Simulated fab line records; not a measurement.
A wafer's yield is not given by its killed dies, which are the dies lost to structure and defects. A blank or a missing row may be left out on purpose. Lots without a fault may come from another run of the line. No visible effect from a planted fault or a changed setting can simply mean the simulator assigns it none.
fab line records	flow n5Finfet	part 1 of 2: steps 1 to 24 of 37
record: lots: 5	wafers: 15	lastDay: 18
route steps=1938 shown BEOL_M6@1240 BEOL_M7@1263
lots with no fault: from the same line, run without faults
startH: hours from the record's first day to the start of the lot's first wafer shown	waitH: hours since the lot's step before	" as in the row above	L1.1+2: several wafers, shown together as one row	- value missing, or start not given	* or withheld: withheld	< > ~ a bound
route shown NAME@n: NAME is a module with steps in the file, n the number in the route of the first one	usual: mean and standard deviation over wafers with no fault	same: alike in all rows	chamber/n: place in a boat	sites: readings site by site	_std_site: standard deviation of those values	_edge_site: outer sites' mean less inner sites'	radiusMm: how far each site lies from the wafer's centre	mask NAME#n: copy n	behind: tool/chamber where the wafer was last shaped	hold: reason for holding the lot/hours on hold/outcome of the hold	device: the transistor (n, p or np) that didn't switch	end of line: the route-end tests of the same wafers	a step with no rows: only its recipe	killed: dies lost to structure and defects at the first sort, not the wafer's yield	map: shows each die of a wafer: x if killed, . if not, _ if none is there
set.NAME: the setting as run; set.NAME@STEP: as run at that earlier step	model.NAME: the simulator's own value behind a step, which no gauge read
lots seen at some steps along the route; tables by step, rows by wafer
services: from which hour (startH, from the record's first day; less than 0 if before it) a tool's chamber was out of use, for how many hours, and why
== steps ==
step: N5_BEOL_M6_ETCH_41
recipe: chemistry: CH3F/O2	target: SiCN	targetDepthA: 297	taperDeg: 2	timeS: 52	ionEnergyEv: 120	maskMaterial: TiN	pressureMtorr: 30	sourceW: 395	biasW: 75	Ar_flow_sccm: 150	CH3F_flow_sccm: 30	O2_flow_sccm: 20
usual: chamberPressureMTorr: 30.00/0.039	drypumpMotorCurrentA: 5.7/0.41	oesProductAu: 0.83/0.087	rfVppV: 297.9/1.4	showerheadPlenumPTorr: 2.03/0.05	throttleValvePct: 16.22/0.23
lot.wafer	tool	chamber	startH	waitH	chamberPressureMTorr	drypumpMotorCurrentA	oesProductAu	rfHoursCounterH	rfVppV	showerheadPlenumPTorr	throttleValvePct
L075.3	rieDiel-05	1	-	-	29.99	6.1	0.89	42	298.9	2.04	15.95
L075.5	"	2	"	"	30.02	5.7	0.78	-	299.1	2.08	16.26
L075.6	"	3	"	"	30.02	6.2	0.69	-	296.9	1.96	16.52
L085.3	rieDiel-04	2	-	-	29.99	5.8	0.78	145	298.3	2.08	16.45
L085.4	"	2	"	"	29.98	5.8	0.78	-	299.5	2.08	16.42
L085.5	"	0	"	"	30.05	5.3	0.90	-	297.0	2.05	16.28
L090.2	rieDiel-06	2	-	-	30.03	6.4	0.87	54	298.1	2.02	16.04
L090.4	"	1	"	"	29.98	6.5	0.91	-	298.6	2.04	15.97
L090.6	"	2	"	"	30.03	6.4	0.87	-	298.4	2.02	16.05
L095.3	rieDiel-06	1	-	-	30.01	6.5	0.90	50	297.9	2.04	15.99
L095.5	"	1	"	"	29.93	6.5	0.90	-	298.1	2.04	16.01
L095.6	"	0	"	"	29.99	5.3	1.00	-	300.5	2.16	16.22
L094.1	rieDiel-04	0	-	-	29.99	5.4	0.86	48	298.5	2.05	16.32
L094.4	"	2	"	"	30.02	5.8	0.76	166	298.9	2.08	16.48
L094.6	"	2	"	"	30.01	5.9	0.76	-	299.7	2.08	16.47
step: N5_BEOL_M6_STRIP_80
recipe: chemistry: N2/H2	timeS: 10	powerW: 450	tempC: 40	pressureMtorr: 20	rfFrequencyHz: 6e+07	biasPowerW: 7	n2FlowSccm: 200	h2FlowSccm: 200
usual: chamberPressureMTorr: 20.002/0.021	drypumpMotorCurrentA: 5.7/0.41	oesProductAu: 0.83/0.086	rfVppV: 59.4/0.87	showerheadPlenumPTorr: 2.57/0.068	throttleValvePct: 23.5/0.33
lot.wafer	tool	chamber	startH	waitH	chamberPressureMTorr	drypumpMotorCurrentA	oesProductAu	rfHoursCounterH	rfVppV	showerheadPlenumPTorr	throttleValvePct
L075.3	rieDiel-05	1	-	-	20.011	6.1	0.90	42	58.9	2.58	23.3
L075.5	"	2	"	"	19.996	5.7	0.77	-	59.7	2.67	23.9
L075.6	"	3	"	"	19.959	6.2	0.68	-	59.5	2.51	24.1
L085.3	rieDiel-04	2	-	-	20.002	5.8	0.78	145	59.3	2.64	23.4
L085.4	"	2	"	"	20.017	5.9	0.79	-	60.2	2.64	23.4
L085.5	"	0	"	"	19.996	5.3	0.87	-	61.4	2.57	23.3
L090.2	rieDiel-06	2	-	-	19.976	6.4	0.86	54	60.0	2.56	23.2
L090.4	"	1	"	"	20.004	6.5	0.89	-	59.5	2.57	23.1
L090.6	"	2	"	"	19.991	6.4	0.86	-	59.2	2.56	23.2
L095.3	rieDiel-06	1	-	-	19.982	6.4	0.88	50	59.7	2.57	23.1
L095.5	"	1	"	"	20.016	6.5	0.87	-	59.8	2.57	23.1
L095.6	"	0	"	"	19.998	5.3	1.01	-	59.5	2.69	23.2
L094.1	rieDiel-04	0	-	-	19.994	5.3	0.82	48	59.3	2.57	23.4
L094.4	"	2	"	"	20.006	5.9	0.76	166	59.9	2.63	23.4
L094.6	"	2	"	"	19.988	5.9	0.76	-	60.2	2.63	23.5
step: N5_BEOL_M6_OCD_MEAS_38
usual: trenchDepthNm: 95.2/1.8
lot.wafer	tool	chamber	startH	waitH	trenchDepthNm
L075.3	ocd-01	-	196.01	-	97.5
L075.5	"	-	"	"	96.1
L075.6	"	-	"	"	93.2
L085.3	ocd-02	-	274.20	-	95.3
L085.4	"	-	"	"	95.1
L085.5	"	-	"	"	96.0
L090.2	ocd-01	-	301.41	-	94.8
L090.4	"	-	"	"	97.5
L090.6	"	-	"	"	94.9
L095.3	ocd-02	-	330.92	-	97.3
L095.5	"	-	"	"	97.3
L095.6	"	-	"	"	95.4
L094.1	ocd-01	-	335.15	-	95.7
L094.4	"	-	"	"	95.0
L094.6	"	-	"	"	94.8
step: N5_BEOL_M6_HM_STRIP_39
recipe: chemistry: peroxideTinStrip	material: TiN	targetDepthA: 250	tempC: 50	timeS: 158
lot.wafer	tool	chamber	startH	waitH
L075.3+5+6	wetBench-05	0,7,4	196.04	0.0
L085.3+4+5	wetBench-03	5,3,6	274.23	0.0
L090.2+4+6	wetBench-05	0,1,6	301.44	0.0
L095.3+5+6	wetBench-03	2,4,1	330.95	0.0
L094.1+4+6	wetBench-04	0,1,2	335.19	0.0
step: N5_BEOL_M6_SRD_40
recipe: timeS: 30	tempC: 23	rinseLiquid: diw	dry: ipaMarangoni
lot.wafer	tool	chamber	startH	waitH
L075.3+5+6	wetBench-05	0,7,4	196.10	0.0
L085.3+4+5	wetBench-03	5,3,6	274.27	0.0
L090.2+4+6	wetBench-05	0,1,6	301.49	0.0
L095.3+5+6	wetBench-03	2,4,1	331.00	0.0
L094.1+4+6	wetBench-04	0,1,2	335.24	0.0
step: N5_BEOL_M6_PRECLEAN_42
recipe: chemistry: residueRemover	timeS: 60	tempC: 40
lot.wafer	tool	chamber	startH	waitH
L075.3+5+6	wetBench-05	0,7,4	196.11	0.0
L085.3+4+5	wetBench-03	5,3,6	274.29	0.0
L090.2+4+6	wetBench-05	0,1,6	301.51	0.0
L095.3+5+6	wetBench-03	2,4,1	331.02	0.0
L094.1+4+6	wetBench-04	0,1,2	335.26	0.0
step: N5_BEOL_M6_SRD_43
recipe: timeS: 30	tempC: 23	rinseLiquid: diw	dry: ipaMarangoni
lot.wafer	tool	chamber	startH	waitH
L075.3+5+6	wetBench-05	0,7,4	196.13	0.0
L085.3+4+5	wetBench-03	5,3,6	274.31	0.0
L090.2+4+6	wetBench-05	0,1,6	301.52	0.0
L095.3+5+6	wetBench-03	2,4,1	331.04	0.0
L094.1+4+6	wetBench-04	0,1,2	335.27	0.0
step: N5_BEOL_M6_CD_MEAS_35
recipe: targetCdNm: 40	targetCdYNm: 28	polarity: opening
usual: cdNm: 40.3/0.69
lot.wafer	tool	chamber	startH	waitH	cdNm
L075.3	cdSem-01	-	196.18	0.0	40.2
L075.5	"	-	"	"	39.8
L075.6	"	-	"	"	40.8
L085.3	cdSem-02	-	274.35	0.0	42.0
L085.4	"	-	"	"	39.7
L085.5	"	-	"	"	40.8
L090.2	cdSem-03	-	301.56	0.0	39.3
L090.4	"	-	"	"	40.8
L090.6	"	-	"	"	39.7
L095.3	cdSem-03	-	331.08	0.0	40.8
L095.5	"	-	"	"	41.1
L095.6	"	-	"	"	40.5
L094.1	cdSem-01	-	335.31	0.0	39.7
L094.4	"	-	"	"	40.7
L094.6	"	-	"	"	39.7
step: N5_BEOL_M6_CURE_75
recipe: tempC: 370	timeS: 120	ambient: DMADMS/He	material: SiCOH_lowk
usual: lampPowerPct: 52.31/0.057	wafer_temp_C_max: 371.5/0.61
lot.wafer	tool	chamber	startH	waitH	lampPowerPct	wafer_temp_C_max
L075.3	uvCure-02	0	196.32	0.1	52.44	371.7
L075.5	"	0	"	"	52.31	372.2
L075.6	"	0	"	"	52.33	371.1
L085.3	uvCure-01	1	274.49	0.1	52.30	372.1
L085.4	"	1	"	"	52.37	371.7
L085.5	"	1	"	"	52.31	372.3
L090.2	uvCure-03	0	301.81	0.2	52.27	371.5
L090.4	"	0	"	"	52.36	371.4
L090.6	"	0	"	"	52.30	371.0
L095.3	uvCure-03	1	331.22	0.1	52.36	371.2
L095.5	"	1	"	"	52.33	371.3
L095.6	"	1	"	"	52.28	371.4
L094.1	uvCure-01	1	335.35	0.0	52.40	371.2
L094.4	"	1	"	"	52.19	371.6
L094.6	"	1	"	"	52.25	371.2
step: N5_BEOL_M6_DEGAS_44
recipe: ambient: vacuum	tempC: 250	timeS: 60
usual: heaterPowerW: 328/22
lot.wafer	tool	chamber	startH	waitH	heaterPowerW
L075.3	pvdSputter-02	-	196.78	0.4	309
L075.5	"	-	"	"	329
L075.6	"	-	"	"	360
L085.3	pvdSputter-03	-	275.14	0.6	343
L085.4	"	-	"	"	357
L085.5	"	-	"	"	352
L090.2	pvdSputter-03	-	302.55	0.7	353
L090.4	"	-	"	"	318
L090.6	"	-	"	"	351
L095.3	pvdSputter-03	-	331.52	0.3	354
L095.5	"	-	"	"	321
L095.6	"	-	"	"	337
L094.1	pvdSputter-02	-	336.10	0.7	299
L094.4	"	-	"	"	356
L094.6	"	-	"	"	313
step: N5_BEOL_M6_PRE_CLEAN_45
recipe: gas: H2/He	timeS: 30	tempC: 250
usual: heaterPowerW: 328/21
lot.wafer	tool	chamber	startH	waitH	heaterPowerW
L075.3	pvdSputter-02	-	196.82	0.0	308
L075.5	"	-	"	"	328
L075.6	"	-	"	"	343
L085.3	pvdSputter-03	-	275.18	0.0	346
L085.4	"	-	"	"	342
L085.5	"	-	"	"	356
L090.2	pvdSputter-03	-	302.59	0.0	364
L090.4	"	-	"	"	314
L090.6	"	-	"	"	342
L095.3	pvdSputter-03	-	331.56	0.0	347
L095.5	"	-	"	"	312
L095.6	"	-	"	"	358
L094.1	pvdSputter-02	-	336.14	0.0	307
L094.4	"	-	"	"	353
L094.6	"	-	"	"	310
step: N5_BEOL_M6_ALD_77
recipe: material: TaN	targetThkA: 20	tempC: 275	aldPrecursorFamily: PDMAT	aldCoReactant: NH3	pressureTorr: 3	carrierFlowSccm: 1500	pulseTimeS: 2	purgeTimeS: 3	coReactantPurgeTimeS: 2	coReactantPulseTimeS: 3	aldCycles: 40	precursorVesselTempC: 75	precursorVesselPressureTorr: 26.25	precursorVesselCarrierSccm: 1000
usual: heaterPowerW: 423/44
same: aldCycles: 40
lot.wafer	tool	chamber	startH	waitH	heaterPowerW
L075.3	aldMetal-03	3	196.88	0.0	354
L075.5	"	3	"	"	360
L075.6	"	2	"	"	455
L085.3	aldMetal-03	0	275.24	0.0	425
L085.4	"	3	"	"	357
L085.5	"	0	"	"	414
L090.2	aldMetal-04	3	302.65	0.0	404
L090.4	"	1	"	"	470
L090.6	"	3	"	"	395
L095.3	aldMetal-03	2	331.63	0.0	459
L095.5	"	0	"	"	411
L095.6	"	1	"	"	486
L094.1	aldMetal-04	0	336.22	0.1	511
L094.4	"	2	"	"	359
L094.6	"	0	"	"	484
step: N5_BEOL_M6_SURFACE_TREAT_79
recipe: gas: Ar	timeS: *	ionEnergyEv: *	ionCurrentMaCm2: 0.5	pressureMtorr: *	arFlowSccm: 30
usual: throttleValvePct: *
lot.wafer	tool	chamber	startH	waitH	throttleValvePct
L075.3	pvdSputter-01	-	197.37	0.4	*
L075.5	"	-	"	"	*
L075.6	"	-	"	"	*
L085.3	pvdSputter-01	-	275.58	0.2	*
L085.4	"	-	"	"	*
L085.5	"	-	"	"	*
L090.2	pvdSputter-02	-	303.01	0.2	*
L090.4	"	-	"	"	*
L090.6	"	-	"	"	*
L095.3	pvdSputter-02	-	331.96	0.2	*
L095.5	"	-	"	"	*
L095.6	"	-	"	"	*
L094.1	pvdSputter-01	-	336.72	0.4	*
L094.4	"	-	"	"	*
L094.6	"	-	"	"	*
step: N5_BEOL_M6_CVD_78
recipe: material: Co	targetThkA: 20	tempC: withheld	precursor: CCTBA/H2	pressureTorr: 30	timeS: 142.3
lot.wafer	tool	chamber	startH	waitH
L075.3+5+6	cvdCo-02	1,2,1	197.59	0.2
L085.3+4+5	cvdCo-01	1,0,2	275.64	0.0
L090.2+4+6	cvdCo-01	2,1,0	303.34	0.3
L095.3+5+6	cvdCo-01	1,0,2	332.02	0.0
L094.1+4+6	cvdCo-02	2,1,2	337.01	0.3
step: N5_BEOL_M6_SPUTTER_48
recipe: material: Cu	targetThkA: 100	tempC: -20	biasV: 60	powerW: 26000	chamberPressurePa: 0.13	timeS: 1.667
usual: cathodeDcPowerW: 26000/4.4	throttleValvePct: 30.2/1
lot.wafer	tool	chamber	startH	waitH	cathodeDcPowerW	throttleValvePct
L075.3	pvdSputter-01	-	197.73	0.1	26001	30.1
L075.5	"	-	"	"	26004	30.4
L075.6	"	-	"	"	26007	30.0
L085.3	pvdSputter-02	-	275.82	0.1	26000	29.8
L085.4	"	-	"	"	25989	30.3
L085.5	"	-	"	"	25997	29.9
L090.2	pvdSputter-02	-	303.47	0.1	25997	31.9
L090.4	"	-	"	"	26002	29.3
L090.6	"	-	"	"	26001	29.4
L095.3	pvdSputter-01	-	332.17	0.1	26001	31.5
L095.5	"	-	"	"	26002	31.5
L095.6	"	-	"	"	26002	28.4
L094.1	pvdSputter-02	-	337.22	0.2	26004	31.7
L094.4	"	-	"	"	26002	29.3
L094.6	"	-	"	"	25998	31.9
step: N5_BEOL_M6_ECD_50
recipe: material: Cu	targetThkA: 3000
lot.wafer	tool	chamber	startH	waitH
L075.3+5+6	ecdCu-01	0,0,1	197.87	0.1
L085.3+4+5	ecdCu-01	1,0,1	275.96	0.1
L090.2+4+6	ecdCu-02	0,0,1	303.60	0.1
L095.3+5+6	ecdCu-01	1,1,0	332.31	0.1
L094.1+4+6	ecdCu-02	1	337.34	0.1
step: N5_BEOL_M6_ANNEAL_51
recipe: tempC: 225	timeS: 90	ambient: N2
usual: wafer_temp_C_max: 226.2/0.33
lot.wafer	tool	chamber	startH	waitH	wafer_temp_C_max
L075.3	rtpAnneal-02	0	198.03	0.1	226.3
L075.5	"	0	"	"	225.8
L075.6	"	0	"	"	225.8
L085.3	rtpAnneal-01	0	276.36	0.4	226.2
L085.4	"	0	"	"	226.2
L085.5	"	0	"	"	226.6
L090.2	rtpAnneal-01	0	304.29	0.7	226.2
L090.4	"	0	"	"	226.3
L090.6	"	0	"	"	226.0
L095.3	rtpAnneal-02	0	332.67	0.3	225.9
L095.5	"	0	"	"	226.0
L095.6	"	0	"	"	226.2
L094.1	rtpAnneal-01	0	337.43	0.1	226.5
L094.4	"	0	"	"	226.4
L094.6	"	0	"	"	226.5
step: N5_BEOL_M6_CMP_52
recipe: stopOn: SiCOH_lowk	tOverpolishS: 6.9	downForcePsi: 1	platenRpm: 50	clearingPlatenDownForcePsi: 1.5	clearingPlatenRpm: 50	postCmpClean: cuAlkaline	targetThkNm: 80	clearingPlatenPadVelocityMS: 0.99484	padVelocityMS: 0.99484
usual: barrierFieldEndpointS: 28.6/1.1	motorCurrentA: 5.9/0.75	overpolishRunS: 6.901/0.0096	padLifeWafers: 1144/690	slurryFlowMlMin: 150.0/0.43	timeToEndpointS: 62/4.6
lot.wafer	tool	chamber	startH	waitH	barrierFieldEndpointS	motorCurrentA	overpolishRunS	padLifeWafers	slurryFlowMlMin	timeToEndpointS
L075.3	cmp-01	1	198.25	0.2	28.7	7.2	6.917	1614	149.4	61
L075.5	"	1	"	"	28.5	7.1	6.897	-	149.8	60
L075.6	"	2	"	"	30.3	6.1	6.913	-	149.6	69
L085.3	cmp-03	2	276.57	0.2	27.1	7.6	6.895	576	149.6	59
L085.4	"	1	"	"	30.0	5.8	6.883	579	150.4	68
L085.5	"	2	"	"	28.2	7.2	6.898	-	150.3	59
L090.4	cmp-04	3	304.76	0.2	29.4	5.7	6.917	1260	149.4	65
L090.2	"	2	"	"	28.7	5.5	6.895	1263	150.1	63
L090.6	"	0	"	"	28.5	6.5	6.896	-	150.0	66
L095.3	cmp-04	3	332.88	0.2	28.1	5.7	6.910	1476	149.1	62
L095.6	"	3	"	"	29.5	5.9	6.898	-	149.8	62
L095.5	"	0	"	"	28.9	6.1	6.899	-	149.6	65
L094.4	cmp-04	3	337.77	0.2	29.4	6.0	6.896	1525	149.5	68
L094.1	"	1	"	"	28.2	5.0	6.911	1527	148.7	60
L094.6	"	2	"	"	27.9	5.4	6.909	-	150.6	59
step: N5_BEOL_M6_THK_MEAS_53
recipe: thkMeasGauge: xrf	reads: Cu_of_BEOL_M6_ECD_50
usual: M6_THK: 80.8/2.3
lot.wafer	tool	chamber	startH	waitH	M6_THK[nm]
L075.3	filmMetro-02	-	198.55	-	82.0
L075.5	"	-	"	"	79.5
L075.6	"	-	"	"	81.4
L085.3	filmMetro-02	-	276.86	-	81.5
L085.4	"	-	"	"	82.8
L085.5	"	-	"	"	80.5
L090.2	filmMetro-02	-	305.06	-	79.4
L090.4	"	-	"	"	85.0
L090.6	"	-	"	"	81.4
L095.3	filmMetro-01	-	333.18	-	83.2
L095.5	"	-	"	"	83.9
L095.6	"	-	"	"	81.3
L094.1	filmMetro-02	-	338.02	-	80.6
L094.4	"	-	"	"	80.9
L094.6	"	-	"	"	79.0
step: N5_BEOL_M6_PRE_CLEAN_55
recipe: gas: NH3	timeS: 15	tempC: withheld	rfPowerW: 300
lot.wafer	tool	chamber	startH	waitH
L075.3+5+6	pecvd-01	2,0,1	198.58	0.0
L085.3+4+5	pecvd-02	0,0,1	276.90	0.0
L090.2+4+6	pecvd-01	2,0,2	305.10	0.0
L095.3+5+6	pecvd-01	2,0,2	333.21	0.0
L094.1+4+6	pecvd-02	2	338.06	0.0
step: N5_BEOL_M6_DEP_56
recipe: material: SiCN	targetThkA: 100	tempC: withheld	precursor: 3MS/NH3	pressureTorr: 3	rfW: 202	timeS: 17.5
usual: showerheadPlenumPTorr: 3.669/0.016	throttleValvePct: 8.89/0.29
lot.wafer	tool	chamber	startH	waitH	showerheadPlenumPTorr	throttleValvePct
L075.3	pecvd-01	2	198.61	0.0	3.675	8.88
L075.5	"	0	"	"	3.683	8.67
L075.6	"	1	"	"	3.676	8.64
L085.3	pecvd-02	0	276.92	0.0	3.674	8.83
L085.4	"	0	"	"	3.664	9.01
L085.5	"	1	"	"	3.680	9.08
L090.2	pecvd-01	2	305.13	0.0	3.665	8.89
L090.4	"	0	"	"	3.683	8.59
L090.6	"	2	"	"	3.681	9.09
L095.3	pecvd-01	2	333.24	0.0	3.661	8.96
L095.5	"	0	"	"	3.679	8.36
L095.6	"	2	"	"	3.675	8.77
L094.1	pecvd-02	2	338.10	0.0	3.666	9.38
L094.4	"	2	"	"	3.667	9.22
L094.6	"	2	"	"	3.669	9.24
step: N5_BEOL_M6_RS_MEAS_57
recipe: thkMeasGauge: four-point-probe	reads: Cu_of_BEOL_M6_ECD_50+Co_of_BEOL_M6_CVD_78+TaN_of_BEOL_M6_ALD_77
usual: M6_RS: 0.282/0.0094
lot.wafer	tool	chamber	startH	waitH	M6_RS[ohm/sq]
L075.3	filmMetro-01	-	198.68	0.1	0.279
L075.5	"	-	"	"	0.288
L075.6	"	-	"	"	0.282
L085.3	filmMetro-02	-	276.99	0.1	0.282
L085.4	"	-	"	"	0.278
L085.5	"	-	"	"	0.284
L090.2	filmMetro-02	-	305.22	0.1	0.288
L090.4	"	-	"	"	0.265
L090.6	"	-	"	"	0.278
L095.3	filmMetro-01	-	333.31	0.1	0.270
L095.5	"	-	"	"	0.270
L095.6	"	-	"	"	0.278
L094.1	filmMetro-02	-	338.19	0.1	0.282
L094.4	"	-	"	"	0.281
L094.6	"	-	"	"	0.289
step: N5_BEOL_M6_INSPECT_58
recipe: inspectInstrument: darkfield	mode: postDep
usual: rawDefectCount: 67/21
lot.wafer	tool	chamber	startH	waitH	rawDefectCount
L075.3	defectInspect-01	-	198.70	0.0	52
L075.5	"	-	"	"	82
L075.6	"	-	"	"	55
L085.3	defectInspect-01	-	277.02	0.0	79
L085.4	"	-	"	"	67
L085.5	"	-	"	"	66
L090.2	defectInspect-01	-	305.25	0.0	41
L090.4	"	-	"	"	44
L090.6	"	-	"	"	57
L095.3	defectInspect-02	-	333.33	0.0	53
L095.5	"	-	"	"	48
L095.6	"	-	"	"	69
L094.1	defectInspect-02	-	338.21	0.0	49
L094.4	"	-	"	"	86
L094.6	"	-	"	"	79
step: N5_BEOL_M7_ILD_DEP_00
recipe: material: SiCOH_lowk	targetThkA: 1797.5	tempC: 300	precursor: DEMS/porogen	pressureTorr: 5	rfW: 500	timeS: 33.4
usual: heaterPowerW: 337/46	showerheadPlenumPTorr: 5.751/0.011	throttleValvePct: 13.7/0.46
lot.wafer	tool	chamber	startH	waitH	heaterPowerW	showerheadPlenumPTorr	throttleValvePct
L075.3	pecvd-04	1	198.74	0.0	287	5.743	14.4
L075.5	"	0	"	"	389	5.748	13.8
L075.6	"	1	"	"	213	5.747	14.6
L085.3	pecvd-04	2	277.05	0.0	319	5.754	13.7
L085.4	"	0	"	"	367	5.745	13.7
L085.5	"	1	"	"	271	5.768	14.6
L090.2	pecvd-04	1	305.28	0.0	224	5.747	14.8
L090.4	"	0	"	"	407	5.755	13.4
L090.6	"	1	"	"	234	5.745	14.8
L095.3	pecvd-02	0	333.37	0.0	316	5.738	13.9
L095.5	"	1	"	"	376	5.740	13.5
L095.6	"	2	"	"	275	5.752	13.7
L094.1	pecvd-04	1	338.25	0.0	254	5.752	14.6
L094.4	"	0	"	"	407	5.727	13.8
L094.6	"	1	"	"	265	5.747	14.8
